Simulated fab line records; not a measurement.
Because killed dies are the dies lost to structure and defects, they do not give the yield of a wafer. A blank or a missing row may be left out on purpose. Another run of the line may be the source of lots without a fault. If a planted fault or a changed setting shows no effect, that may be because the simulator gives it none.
Matching of chambers / flow nand harc / cmp-03 running NHARC_A_SGD_CUT_CMP_21: 4 sister chambers
The step polishes, target thk 148.19 nm. 7 wafers are shown with their chamber, then 7 later ones without.

## WAFERS WITH THEIR CHAMBER
wafer=L084.3; chamber=1; motor current A (A)=13.7; slurry filter dp kPa (kPa)=13.43
wafer=L084.6; chamber=2; motor current A (A)=10.7; slurry filter dp kPa (kPa)=13.51
wafer=L088.1; chamber=1; motor current A (A)=13.8; slurry filter dp kPa (kPa)=13.42
wafer=L088.2; chamber=3; motor current A (A)=10.9; slurry filter dp kPa (kPa)=13.06
wafer=L088.4; chamber=0; motor current A (A)=13.4; slurry filter dp kPa (kPa)=13.38
wafer=L094.1; chamber=2; motor current A (A)=10.6; slurry filter dp kPa (kPa)=13.45
wafer=L094.3; chamber=0; motor current A (A)=13.1; slurry filter dp kPa (kPa)=13.59

## WAFERS MISSING THEIR CHAMBER
wafer=L094.5; motor current A (A)=13.3; slurry filter dp kPa (kPa)=13.52
wafer=L095.2; motor current A (A)=12.9; slurry filter dp kPa (kPa)=13.29
wafer=L095.4; motor current A (A)=11.1; slurry filter dp kPa (kPa)=13.55
wafer=L095.5; motor current A (A)=10.5; slurry filter dp kPa (kPa)=13.60
wafer=L097.2; motor current A (A)=12.7; slurry filter dp kPa (kPa)=13.51
wafer=L097.3; motor current A (A)=10.7; slurry filter dp kPa (kPa)=13.38
wafer=L097.6; motor current A (A)=10.3; slurry filter dp kPa (kPa)=13.68

## EACH ONE'S CHAMBER
wafer=L094.5; from the rows above=0; in truth=0
wafer=L095.2; from the rows above=0; in truth=0
wafer=L095.4; from the rows above=2; in truth=2
wafer=L095.5; from the rows above=2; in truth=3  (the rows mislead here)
wafer=L097.2; from the rows above=0; in truth=0
wafer=L097.3; from the rows above=2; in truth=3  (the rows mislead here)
wafer=L097.6; from the rows above=2; in truth=2
Placed correctly: 5 of 7. Left unplaced by these rows: 0. Number placed wrongly: 2.
How it was worked out, from the rows above alone: a wafer's distance from a chamber is the root of the sum, over the readings, of the square of ((its reading less the chamber's mean) divided by the reading's scatter). The wafer belongs to the nearest chamber; if the next one is less than 2 further off, it can't be placed. For every chamber, the mean is computed from those of its wafers that are shown. The scatter: the root of (the sum of the squares of (reading less its chamber's mean) over the shown wafers, divided by (wafers less chambers)).
